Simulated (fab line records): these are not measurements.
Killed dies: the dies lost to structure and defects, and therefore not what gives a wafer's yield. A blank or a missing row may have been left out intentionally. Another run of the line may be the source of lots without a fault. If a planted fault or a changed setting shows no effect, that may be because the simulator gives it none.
Which tool did it? :: flow nand-harc :: Sampling: 12 lots, 36 wafers, 6 of 1302 route steps

## WHAT THE GAUGES SHOWED, per wafer
NHARC_P_ZERO_WELL_CD_MEAS_24: the cd target is 720 nm.
lot: L386
measured: day 2 08:35
on: cd-sem-03
cd-nm (nm): 720.4 718.4 719.7

lot: L388
measured: day 3 04:45
on: cd-sem-02
cd-nm (nm): 719.3 719.8 721.8

lot: L391
measured: day 4 10:29
on: cd-sem-01
cd-nm (nm): 718.4 714.1 719.7

lot: L392
measured: day 4 20:49
on: cd-sem-03
cd-nm (nm): 715.7 715.4 719.0

lot: L393
measured: day 5 06:41
on: cd-sem-03
cd-nm (nm): 718.3 720.9 718.6

lot: L399
measured: day 7 18:46
on: cd-sem-02
cd-nm (nm): 720.0 720.7 720.2

lot: L403
measured: day 9 10:35
on: cd-sem-02
cd-nm (nm): 723.5 720.4 721.6

lot: L404
measured: day 9 20:21
on: cd-sem-02
cd-nm (nm): 723.4 725.4 717.8

lot: L405
measured: day 10 06:39
on: cd-sem-02
cd-nm (nm): 720.6 717.9 717.0

lot: L406
measured: day 10 17:17
on: cd-sem-02
cd-nm (nm): 718.6 720.5 722.7

lot: L407
measured: day 11 02:22
on: cd-sem-02
cd-nm (nm): 721.4 720.2 726.3

lot: L408
measured: day 11 12:37
on: cd-sem-03
cd-nm (nm): 715.2 716.2 719.8

NHARC_P_ZERO_WELL_CD_MEAS_37: the cd target is 720 nm.
lot: L386
measured: day 2 10:13
on: cd-sem-03
cd-nm (nm): 723.1 718.2 722.9

lot: L388
measured: day 3 06:17
on: cd-sem-02
cd-nm (nm): 723.0 719.4 720.4

lot: L391
measured: day 4 12:07
on: cd-sem-02
cd-nm (nm): 719.9 718.3 720.2

lot: L392
measured: day 4 22:31
on: cd-sem-01
cd-nm (nm): 722.0 721.2 719.1

lot: L393
measured: day 5 08:20
on: cd-sem-02
cd-nm (nm): - - -

lot: L399
measured: day 7 20:25
on: cd-sem-02
cd-nm (nm): 720.9 721.0 724.5

lot: L403
measured: day 9 12:13
on: cd-sem-02
cd-nm (nm): 719.5 722.2 719.0

lot: L404
measured: day 9 21:52
on: cd-sem-01
cd-nm (nm): 719.1 719.7 721.1

lot: L405
measured: day 10 08:10
on: cd-sem-02
cd-nm (nm): 719.5 718.4 722.8

lot: L406
measured: day 10 18:58
on: cd-sem-03
cd-nm (nm): 717.7 717.2 718.4

lot: L407
measured: day 11 04:01
on: cd-sem-02
cd-nm (nm): 718.1 721.8 719.8

lot: L408
measured: day 11 14:07
on: cd-sem-02
cd-nm (nm): 722.1 720.6 720.9

NHARC_P_STI_INSPECT_11.
lot: L386
measured: day 3 05:45
on: defect-inspect-02
raw-defect-count: 5 7 4

lot: L388
measured: day 4 00:11
on: defect-inspect-01
raw-defect-count: 4 5 9

lot: L391
measured: day 5 07:14
on: defect-inspect-02
raw-defect-count: 11 6 15

lot: L392
measured: day 5 19:15
on: defect-inspect-01
raw-defect-count: 6 3 3

lot: L399
measured: day 8 16:04
on: defect-inspect-01
raw-defect-count: 5 6 3

lot: L403
measured: day 10 08:34
on: defect-inspect-02
raw-defect-count: 7 3 5

lot: L404
measured: day 10 16:14
on: defect-inspect-01
raw-defect-count: 4 5 8

lot: L405
measured: day 11 05:55
on: defect-inspect-01
raw-defect-count: 2 2 5

lot: L406
measured: day 11 14:49
on: defect-inspect-01
raw-defect-count: 2 8 3

lot: L407
measured: day 12 02:20
on: defect-inspect-01
raw-defect-count: 6 6 5

lot: L408
measured: day 12 12:23
on: defect-inspect-02
raw-defect-count: 4 8 5

NHARC_END_SORT_01.
lot: L393
measured: day 27 19:38
on: prober-02
killed-at-array: 69 81 63
killed-at-other: 0 0 0
killed-at-periphery: 608 596 614
killed-dies: 677 677 677
killed-open: 2 8 1
killed-short: 1 3 2

## EACH LOT AND THE TOOL THAT RAN IT (in order: tool; ch and the chambers of the sampled wafers; start)
lot: L386
NHARC_P_ZERO_WELL_ETCH_65: rie-diel-04 ch 1,3, day 2 07:29
NHARC_P_ZERO_WELL_EXPOSE_34: krf-scanner-02 ch 0, day 2 10:04

lot: L388
NHARC_P_ZERO_WELL_ETCH_65: rie-diel-04 ch 2,3, day 3 03:37
NHARC_P_ZERO_WELL_EXPOSE_34: krf-scanner-01 ch 0, day 3 06:08

lot: L391
NHARC_P_ZERO_WELL_ETCH_65: rie-diel-05 ch 1,3, day 4 09:23
NHARC_P_ZERO_WELL_EXPOSE_34: krf-scanner-02 ch 0, day 4 11:58

lot: L392
NHARC_P_ZERO_WELL_ETCH_65: rie-diel-10 ch 0,1, day 4 19:43
NHARC_P_ZERO_WELL_EXPOSE_34: krf-scanner-04 ch 0, day 4 22:21

lot: L393
NHARC_P_ZERO_WELL_ETCH_65: rie-diel-04 ch 2,3, day 5 05:35
NHARC_P_ZERO_WELL_EXPOSE_34: krf-scanner-02 ch 0, day 5 08:11

lot: L399
NHARC_P_ZERO_WELL_ETCH_65: rie-diel-10 ch 0,1,2, day 7 17:41
NHARC_P_ZERO_WELL_EXPOSE_34: krf-scanner-01 ch 0, day 7 20:16

lot: L403
NHARC_P_ZERO_WELL_ETCH_65: rie-diel-05 ch 1,2,3, day 9 09:29
NHARC_P_ZERO_WELL_EXPOSE_34: krf-scanner-02 ch 0, day 9 12:04

lot: L404
NHARC_P_ZERO_WELL_ETCH_65: rie-diel-05 ch 1,2,3, day 9 19:22
NHARC_P_ZERO_WELL_EXPOSE_34: krf-scanner-02 ch 0, day 9 21:42

lot: L405
NHARC_P_ZERO_WELL_ETCH_65: rie-diel-04 ch 2,3, day 10 05:32
NHARC_P_ZERO_WELL_EXPOSE_34: krf-scanner-02 ch 0, day 10 08:01

lot: L406
NHARC_P_ZERO_WELL_ETCH_65: rie-diel-10 ch 1,3, day 10 16:05
NHARC_P_ZERO_WELL_EXPOSE_34: krf-scanner-01 ch 0, day 10 18:48

lot: L407
NHARC_P_ZERO_WELL_ETCH_65: rie-diel-05 ch 1,2, day 11 01:23
NHARC_P_ZERO_WELL_EXPOSE_34: krf-scanner-04 ch 0, day 11 03:52

lot: L408
NHARC_P_ZERO_WELL_ETCH_65: rie-diel-04 ch 0,1,2, day 11 11:29
NHARC_P_ZERO_WELL_EXPOSE_34: krf-scanner-04 ch 0, day 11 13:58
- NHARC_P_ZERO_WELL_ETCH_65: etches the open film in N2/H2, target depth 80 nm, overetch 24 nm, time 87.88 s.
- NHARC_P_ZERO_WELL_EXPOSE_34: exposes mask P PWELL, target cd 720 nm.

## AS READ BY THE TOOLS THEMSELVES (means over the sampled wafers that have a number; for cases with no such wafer, the mark the record gives instead)
NHARC_P_ZERO_WELL_ETCH_65.
lot: L386
tool: rie-diel-04
drypump-motor-current-A (A): 6.6
mfc-ar-sccm (sccm): 0.004
oes-product-au (a.u.): 1.010
rf-vpp-V (V): 433.0
showerhead-plenum-p-Torr (Torr): 2.13
throttle-valve-pct (%): 14.172

lot: L388
tool: rie-diel-04
drypump-motor-current-A (A): 6.3
mfc-ar-sccm (sccm): 0.014
oes-product-au (a.u.): 1.011
rf-vpp-V (V): 431.4
showerhead-plenum-p-Torr (Torr): 2.07
throttle-valve-pct (%): 14.175

lot: L391
tool: rie-diel-05
drypump-motor-current-A (A): 5.5
mfc-ar-sccm (sccm): 0.000
oes-product-au (a.u.): 0.994
rf-vpp-V (V): 427.3
showerhead-plenum-p-Torr (Torr): 1.93
throttle-valve-pct (%): 14.178

lot: L392
tool: rie-diel-10
drypump-motor-current-A (A): 5.5
mfc-ar-sccm (sccm): 0.000
oes-product-au (a.u.): 1.002
rf-vpp-V (V): 431.3
showerhead-plenum-p-Torr (Torr): 2.08
throttle-valve-pct (%): 14.163

lot: L393
tool: rie-diel-04
drypump-motor-current-A (A): 6.0
mfc-ar-sccm (sccm): 0.017
oes-product-au (a.u.): 0.998
rf-vpp-V (V): 429.8
showerhead-plenum-p-Torr (Torr): 2.00
throttle-valve-pct (%): 14.172

lot: L399
tool: rie-diel-10
drypump-motor-current-A (A): 5.6
mfc-ar-sccm (sccm): 0.000
oes-product-au (a.u.): 0.996
rf-vpp-V (V): 429.1
showerhead-plenum-p-Torr (Torr): 1.99
throttle-valve-pct (%): 14.168

lot: L403
tool: rie-diel-05
drypump-motor-current-A (A): 5.4
mfc-ar-sccm (sccm): 0.008
oes-product-au (a.u.): 1.001
rf-vpp-V (V): 428.2
showerhead-plenum-p-Torr (Torr): 1.97
throttle-valve-pct (%): 14.169

lot: L404
tool: rie-diel-05
drypump-motor-current-A (A): 5.4
mfc-ar-sccm (sccm): 0.008
oes-product-au (a.u.): 0.999
rf-vpp-V (V): 427.9
showerhead-plenum-p-Torr (Torr): 1.97
throttle-valve-pct (%): 14.171

lot: L405
tool: rie-diel-04
drypump-motor-current-A (A): 6.3
mfc-ar-sccm (sccm): 0.014
oes-product-au (a.u.): 1.004
rf-vpp-V (V): 430.0
showerhead-plenum-p-Torr (Torr): 2.06
throttle-valve-pct (%): 14.170

lot: L406
tool: rie-diel-10
drypump-motor-current-A (A): 5.5
mfc-ar-sccm (sccm): 0.011
oes-product-au (a.u.): 1.012
rf-vpp-V (V): 433.3
showerhead-plenum-p-Torr (Torr): 2.10
throttle-valve-pct (%): 14.173

lot: L407
tool: rie-diel-05
drypump-motor-current-A (A): 5.2
mfc-ar-sccm (sccm): 0.008
oes-product-au (a.u.): 0.998
rf-vpp-V (V): 430.5
showerhead-plenum-p-Torr (Torr): 2.01
throttle-valve-pct (%): 14.177

lot: L408
tool: rie-diel-04
drypump-motor-current-A (A): 5.8
mfc-ar-sccm (sccm): 0.015
oes-product-au (a.u.): 0.999
rf-vpp-V (V): 428.8
showerhead-plenum-p-Torr (Torr): 1.98
throttle-valve-pct (%): 14.165

NHARC_P_ZERO_WELL_EXPOSE_34.
lot: L386
tool: krf-scanner-02
focus-offset-nm (nm): 0.5

lot: L388
tool: krf-scanner-01
focus-offset-nm (nm): -0.4

lot: L391
tool: krf-scanner-02
focus-offset-nm (nm): -0.1

lot: L392
tool: krf-scanner-04
focus-offset-nm (nm): -0.5

lot: L393
tool: krf-scanner-02
focus-offset-nm (nm): -0.0

lot: L399
tool: krf-scanner-01
focus-offset-nm (nm): 0.2

lot: L403
tool: krf-scanner-02
focus-offset-nm (nm): -0.3

lot: L404
tool: krf-scanner-02
focus-offset-nm (nm): -0.2

lot: L405
tool: krf-scanner-02
focus-offset-nm (nm): -0.2

lot: L406
tool: krf-scanner-01
focus-offset-nm (nm): 0.1

lot: L407
tool: krf-scanner-04
focus-offset-nm (nm): -0.2

lot: L408
tool: krf-scanner-04
focus-offset-nm (nm): -0.7

## THE ANSWER, worked out from the rows above alone
Rule: usual is defined by the lots themselves. The widest of any qualifying gaps counts: lots, ordered by their means at a reading, are off when they make up no more than a third of the lots, leave a main group of 4 or more, and stand apart from it by 3 or more times the standard deviation of that group's means. If all means in a main group match to the digits the tables above print for the reading, that group is not used. Also off: a lot with no number at a reading for which 4 or more lots have one. All remaining lots with rows at the step are treated as sound. Order of review: gauges by route order, followed by the tools' own readings, for which a lot's mean as printed above is used. The first step at which some lot is off is used, and at that step the reading that is off furthest; a lot without a number counts as furthest.
Off: L393, at NHARC_P_ZERO_WELL_CD_MEAS_37 (cd-nm). Without a number there: L393. Main group: mean 720.4 nm, sd 1.1.
If a tool, at a process step before that reading, ran all the lots that are off and no sound lot after the first of them, it fits. Gauges at NHARC_P_ZERO_WELL_CD_MEAS_37: tried the same way as those tools. No candidate that was tried fits.

## WHAT WAS PUT IN BY THE SIMULATOR
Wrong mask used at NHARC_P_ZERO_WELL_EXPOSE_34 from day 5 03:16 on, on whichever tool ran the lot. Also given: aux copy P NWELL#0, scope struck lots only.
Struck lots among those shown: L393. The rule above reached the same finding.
